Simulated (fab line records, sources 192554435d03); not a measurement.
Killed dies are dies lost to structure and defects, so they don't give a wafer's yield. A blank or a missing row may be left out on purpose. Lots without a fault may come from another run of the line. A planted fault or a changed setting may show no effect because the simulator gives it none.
Which tool did it? | flow n5_finfet | 12 lots, 33 wafers sampled, at 1 step of a route of 1938

WHAT THE GAUGES READ, wafer by wafer
N5_SDB_CD_MEAS_11: target cd 50 nm. Usual: cd_nm 49.7 nm, standard deviation 1.1.
lot  | measured    | on        | cd_nm (nm)     | flag
L348 | day 3 22:17 | cd_sem-03 | 51.1 49.8 48.8 |
L349 | day 4 05:49 | cd_sem-02 | 50.5 49.6 48.9 |
L351 | day 4 16:37 | cd_sem-01 | 49.3 48.5 48.1 |
L352 | day 5 01:00 | cd_sem-03 | 49.2 49.2 49.2 |
L353 | day 5 05:10 | cd_sem-02 | 48.3 47.8 46.7 |
L363 | day 7 17:56 | cd_sem-02 | 49.3 48.7      |
L365 | day 8 08:09 | cd_sem-01 | 49.5 49.3 48.4 |
L366 | day 8 14:11 | cd_sem-03 | 49.7 49.8      |
L367 | day 8 19:16 | cd_sem-01 | 49.3 48.6 51.6 |
L368 | day 9 04:26 | cd_sem-02 | 48.7 51.2 49.6 |
L370 | day 9 13:45 | cd_sem-01 | 50.1 50.5 50.8 |
L369 | day 9 15:03 | cd_sem-03 | 50.7 51.9      |

WHICH TOOL RAN EACH LOT (tool, then ch and the chambers of the sampled wafers, then the start)
The record holds no process step before these readings.

WHAT THE TOOLS THEMSELVES READ (means of the sampled wafers that have a number; where no wafer has one, the mark that the record gives instead)
The record holds no such reading with a usual standard deviation.

THE ANSWER, worked out from the rows above alone
Rule: a lot is off if the mean of its wafers that have a number lies more than 3 standard deviations from the usual mean. A lot without any number at a reading at which 4 lots or more have one is off too. The other lots that the step has rows for count as sound. The gauges are gone through in route order, then the tools' own readings, and for those a lot's mean is taken as printed above. The first step at which some lot is off is used, and at that step the reading that is off furthest; a lot without a number counts as furthest.
No lot is off at any reading shown: from this, nothing can be told.

WHAT THE SIMULATOR HAD PUT IN
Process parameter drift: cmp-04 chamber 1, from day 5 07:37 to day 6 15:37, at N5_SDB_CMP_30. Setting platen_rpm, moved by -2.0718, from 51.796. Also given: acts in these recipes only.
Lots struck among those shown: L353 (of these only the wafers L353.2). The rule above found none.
